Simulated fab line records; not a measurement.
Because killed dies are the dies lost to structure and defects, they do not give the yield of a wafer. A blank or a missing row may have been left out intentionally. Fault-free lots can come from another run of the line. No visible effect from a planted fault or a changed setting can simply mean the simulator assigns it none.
Chamber matching | flow n5-finfet | 4 sister chambers for N5_GATE_CUT_CMP_43 on cmp-04
The step polishes SiO2. 7 wafers are shown with their chamber, then 7 later ones without.

WAFERS, EACH WITH ITS CHAMBER
wafer  | chamber | motor-current-A (A)
L080.3 | 2       | 13.9
L085.5 | 0       | 10.6
L085.6 | 3       | 13.8
L088.5 | 2       | 14.0
L088.6 | 1       | 14.1
L089.1 | 3       | 13.3
L089.4 | 1       | 14.3

WAFERS WITHOUT THEIR CHAMBER
wafer  | motor-current-A (A)
L089.6 | 13.3
L094.1 | 10.6
L094.3 | 13.6
L094.4 | 13.9
L095.2 | 10.0
L095.4 | 13.0
L095.5 | 13.1

EACH ONE'S CHAMBER
wafer  | from the rows above          | in truth
L089.6 | can't be placed: 3 or 2      | 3
L094.1 | 0                            | 0
L094.3 | can't be placed: 3 or 2      | 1
L094.4 | can't be placed: 2 or 1 or 3 | 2
L095.2 | 0                            | 0
L095.4 | can't be placed: 3 or 2      | 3
L095.5 | can't be placed: 3 or 2      | 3
2 of 7 placed correctly. Unplaceable from these rows: 5, with the true chamber sitting among the candidates in 4. 0 placed wrongly.
How it was worked out, from the rows above alone: a wafer's distance from a chamber is the root of the sum, over the readings, of the square of ((its reading less the chamber's mean) divided by the reading's scatter). The wafer belongs to the nearest chamber; if the next one is less than 2 further off, it can't be placed. The mean given for a chamber averages the wafers shown for that chamber. The scatter: take each reading less its chamber's mean, square it, sum over the shown wafers, divide by the number of wafers less the number of chambers, and take the root.
